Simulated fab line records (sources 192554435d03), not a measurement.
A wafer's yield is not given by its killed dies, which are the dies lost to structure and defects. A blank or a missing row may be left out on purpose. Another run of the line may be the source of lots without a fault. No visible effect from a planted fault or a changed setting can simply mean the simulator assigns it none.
Matching of chambers ; flow n5 finfet ; 4 sister chambers for N5_FIN_SAQP_ETCH_67 on rie diel-06
The step etches SiNx in CH3F/O2, target depth 30 nm. 8 wafers are shown with their chamber, then 8 later ones without.

WAFERS WITH THEIR CHAMBER
wafer;chamber;showerhead plenum p Torr (Torr);drypump motor current A (A)
L082.6;2;1.92;5.1
L090.3;3;2.13;5.7
L090.4;0;1.97;5.8
L090.5;1;1.89;5.9
L091.2;0;1.97;5.8
L091.4;2;1.91;5.1
L091.6;1;1.89;5.9
L093.1;3;2.13;5.8

WAFERS WITH NO CHAMBER GIVEN
wafer;showerhead plenum p Torr (Torr);drypump motor current A (A)
L093.4;1.89;5.9
L093.6;1.97;5.8
L095.2;2.13;5.7
L095.3;1.97;5.8
L095.4;1.89;5.9
L097.2;1.91;5.1
L097.3;1.97;5.8
L097.4;1.89;5.9

THE CHAMBER EACH PASSED THROUGH
wafer;from the rows above;in truth
L093.4;1;1
L093.6;0;0
L095.2;3;3
L095.3;0;0
L095.4;1;1
L097.2;2;2
L097.3;0;0
L097.4;1;1
8 of 8 placed correctly. Can't be placed from these rows: 0. 0 placed wrongly.
How it was worked out, from the rows above alone: a wafer's distance from a chamber is the root of the sum, over the readings, of the square of ((its reading less the chamber's mean) divided by the reading's scatter). The wafer belongs to the nearest chamber; if the next one is less than 2 further off, it can't be placed. For every chamber, the mean is computed from those of its wafers that are shown. The scatter: take each reading less its chamber's mean, square it, sum over the shown wafers, divide by the number of wafers less the number of chambers, and take the root.
